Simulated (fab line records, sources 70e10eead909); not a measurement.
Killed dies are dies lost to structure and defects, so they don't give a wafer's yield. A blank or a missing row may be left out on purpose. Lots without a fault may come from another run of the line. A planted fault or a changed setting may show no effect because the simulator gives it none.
Tool commonality check | flow nand_harc | 11 lots, 33 wafers sampled

WHY IT WAS OPENED
At NHARC_END_SORT_01 the reading killed_at_other is flagged on 2 of 11 lots. Wafers without a fault read 0.8, standard deviation 1.1.
Rule: a lot is flagged when every wafer of it that has a number lies more than 4 standard deviations from that mean, or none has a number. The other lots count as sound.

lot  | measured     | on        | killed_at_other, wafer by wafer | flag
L542 | day 25 09:48 | prober-01 | 0 0 0                           |
L543 | day 25 23:14 | prober-02 | 3 2 2                           |
L545 | day 26 19:26 | prober-02 | 1 0 1                           |
L546 | day 27 08:23 | prober-02 | 0 0 0                           |
L547 | day 27 13:50 | prober-01 | 0 0 1                           |
L550 | day 28 17:55 | prober-02 | 5 2 0                           |
L558 | day 32 21:12 | prober-01 | 80 57 72                        | FLAGGED
L559 | day 32 22:49 | prober-02 | 73 58 81                        | FLAGGED
L560 | day 33 14:22 | prober-02 | 0 0 1                           |
L561 | day 34 02:25 | prober-01 | 0 1 0                           |
L562 | day 34 11:21 | prober-02 | 0 0 0                           |
The numbers of the flagged lots are 70.2 on average: +69.4 against the usual, or +63 standard deviations.

WHICH TOOL RAN EACH LOT
The record holds 4 process steps before the reading, out of a route of 1302 steps. In each cell: the tool, then ch and the chambers that the sampled wafers went through, then the start.
lot  | flag    | NHARC_THIN_TSV_ETCH_15           | NHARC_THIN_TSV_STRIP_45              | NHARC_THIN_TSV_DEGAS_49      | NHARC_THIN_TSV_DESCUM_35
L542 |         | rie_si-02 ch 1,2,3, day 24 18:59 | plasma_asher-02 ch 0,1, day 24 19:12 | pvd_sputter-01, day 24 20:55 | rie_diel-09 ch 0,2,3, day 25 00:14
L543 |         | rie_si-04 ch 0,2,3, day 25 05:58 | plasma_asher-02 ch 1, day 25 06:10   | pvd_sputter-02, day 25 07:59 | rie_diel-08 ch 0,1,3, day 25 11:16
L545 |         | rie_si-01 ch 0,1,3, day 26 06:19 | plasma_asher-01 ch 0,1, day 26 06:32 | pvd_sputter-01, day 26 08:15 | rie_diel-08 ch 0,2,3, day 26 11:32
L546 |         | rie_si-04 ch 0,1, day 26 16:12   | plasma_asher-02 ch 1, day 26 16:28   | pvd_sputter-03, day 26 18:17 | rie_diel-09 ch 0,1,2, day 26 21:27
L547 |         | rie_si-02 ch 0,2,3, day 26 22:44 | plasma_asher-02 ch 0,1, day 26 22:58 | pvd_sputter-02, day 27 00:41 | rie_diel-08 ch 0,1,2, day 27 04:08
L550 |         | rie_si-02 ch 0,2,3, day 28 01:43 | plasma_asher-01 ch 0,1, day 28 01:59 | pvd_sputter-02, day 28 03:40 | rie_diel-08 ch 0,1,2, day 28 06:59
L558 | FLAGGED | rie_si-04 ch 0,2,3, day 32 03:21 | plasma_asher-02 ch 0,1, day 32 03:34 | pvd_sputter-02, day 32 05:17 | rie_diel-08 ch 0,2,3, day 32 08:46
L559 | FLAGGED | rie_si-04 ch 0,2,3, day 32 04:42 | plasma_asher-02 ch 0,1, day 32 05:00 | pvd_sputter-03, day 32 06:39 | rie_diel-03 ch 1,2,3, day 32 10:02
L560 |         | rie_si-02 ch 0,1,3, day 32 21:43 | plasma_asher-01 ch 0,1, day 32 21:54 | pvd_sputter-03, day 32 23:38 | rie_diel-08 ch 0,1,2, day 33 02:57
L561 |         | rie_si-01 ch 0,1,2, day 33 07:20 | plasma_asher-01 ch 0,1, day 33 07:39 | pvd_sputter-02, day 33 09:49 | rie_diel-08 ch 2,3, day 33 12:58
L562 |         | rie_si-02 ch 0,1, day 33 20:10   | plasma_asher-01 ch 0,1, day 33 20:26 | pvd_sputter-01, day 33 22:07 | rie_diel-09 ch 0,2, day 34 01:19
What these steps do:
- NHARC_THIN_TSV_ETCH_15: target depth 3000 nm, bosch target overetch cycles 2, bosch etch step 2.8 s.
- NHARC_THIN_TSV_STRIP_45: strips in O2.
- NHARC_THIN_TSV_DEGAS_49: time 120 s.
- NHARC_THIN_TSV_DESCUM_35: chemistry O2, time 3 s.
- NHARC_END_SORT_01

FLAGGED OVER TOTAL, TOOL BY TOOL (the gauges that took the reading come last)
step                     | tool            | lots run | flagged | share of the flagged lots | sound lots run after its first flagged lot
NHARC_THIN_TSV_ETCH_15   | rie_si-01       | 2        | 0       | none                      | -
NHARC_THIN_TSV_ETCH_15   | rie_si-02       | 5        | 0       | none                      | -
NHARC_THIN_TSV_ETCH_15   | rie_si-04       | 4        | 2       | all                       | 0
NHARC_THIN_TSV_STRIP_45  | plasma_asher-01 | 5        | 0       | none                      | -
NHARC_THIN_TSV_STRIP_45  | plasma_asher-02 | 6        | 2       | all                       | 0
NHARC_THIN_TSV_DEGAS_49  | pvd_sputter-01  | 3        | 0       | none                      | -
NHARC_THIN_TSV_DEGAS_49  | pvd_sputter-02  | 5        | 1       | some                      | 1 (L561)
NHARC_THIN_TSV_DEGAS_49  | pvd_sputter-03  | 3        | 1       | some                      | 1 (L560)
NHARC_THIN_TSV_DESCUM_35 | rie_diel-03     | 1        | 1       | some                      | 0
NHARC_THIN_TSV_DESCUM_35 | rie_diel-08     | 7        | 1       | some                      | 2 (L560,L561)
NHARC_THIN_TSV_DESCUM_35 | rie_diel-09     | 3        | 0       | none                      | -
NHARC_END_SORT_01        | prober-01       | 4        | 1       | some                      | 1 (L561)
NHARC_END_SORT_01        | prober-02       | 7        | 1       | some                      | 2 (L560,L562)

WHAT THE TABLE ALLOWS
2 rows of the table ran every flagged lot: rie_si-04 at NHARC_THIN_TSV_ETCH_15, plasma_asher-02 at NHARC_THIN_TSV_STRIP_45.
- rie_si-04 at NHARC_THIN_TSV_ETCH_15: 2 of its 4 lots flagged. Its last sound lot is L546 (day 26 16:12), its first flagged lot L558 (day 32 03:21): a fault that began between those two fits.
- plasma_asher-02 at NHARC_THIN_TSV_STRIP_45: 2 of its 6 lots flagged. Its last sound lot is L547 (day 26 22:58), its first flagged lot L558 (day 32 03:34): a fault that began between those two fits.
Counting lots can't tell these 2 tools apart, because each fits a fault that began at some hour. More lots, or a look at what each step does to the wafer, might.

WHAT THE SIMULATOR HAD PUT IN
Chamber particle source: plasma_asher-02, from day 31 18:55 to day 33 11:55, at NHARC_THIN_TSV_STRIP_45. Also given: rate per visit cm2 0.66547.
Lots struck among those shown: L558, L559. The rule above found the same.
